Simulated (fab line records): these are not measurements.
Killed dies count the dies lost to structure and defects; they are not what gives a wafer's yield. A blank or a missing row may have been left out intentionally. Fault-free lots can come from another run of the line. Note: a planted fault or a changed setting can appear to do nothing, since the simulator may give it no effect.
Chamber matching	flow nandHarc	rieDiel-03 running NHARC_A_CHANNEL_HOLE_D2_ETCH_44: 4 sister chambers
The step etches the open film in CF4/O2, target depth 140 nm, overetch 14 nm, time 77 s. 4 wafers are shown with their chamber, then 8 later ones without.

EACH WAFER AND ITS CHAMBER
wafer	chamber	showerheadPlenumPTorr (Torr)
L542.1	1	1.27
L542.4	0	1.26
L548.5	2	1.36
L551.3	3	1.40

WAFERS MISSING THEIR CHAMBER
wafer	showerheadPlenumPTorr (Torr)
L551.5	1.27
L551.6	1.25
L555.2	1.40
L555.3	1.27
L555.4	1.25
L553.1	1.25
L553.3	1.36
L553.5	1.27

CHAMBER TAKEN BY EACH
wafer	from the rows above	in truth
L551.5	can't be placed: 1 or 0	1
L551.6	can't be placed: 0 or 1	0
L555.2	3	3
L555.3	can't be placed: 1 or 0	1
L555.4	can't be placed: 0 or 1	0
L553.1	can't be placed: 0 or 1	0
L553.3	2	2
L553.5	can't be placed: 1 or 0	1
2 of 8 placed correctly. Cannot be placed on the basis of these rows: 6; the candidates contain the true chamber in 6. Wrongly placed: 0.
How it was worked out, from the rows above alone: a wafer's distance from a chamber is the root of the sum, over the readings, of the square of ((its reading less the chamber's mean) divided by the reading's scatter). If the next closest chamber is less than 2 further off than the closest, the wafer can't be placed; otherwise it belongs to the closest. Each chamber's mean is taken over the wafers shown for it. The scatter (one wafer shown for each chamber): square how far every hidden wafer sits from the nearest shown wafer, average those squares and take the square root.
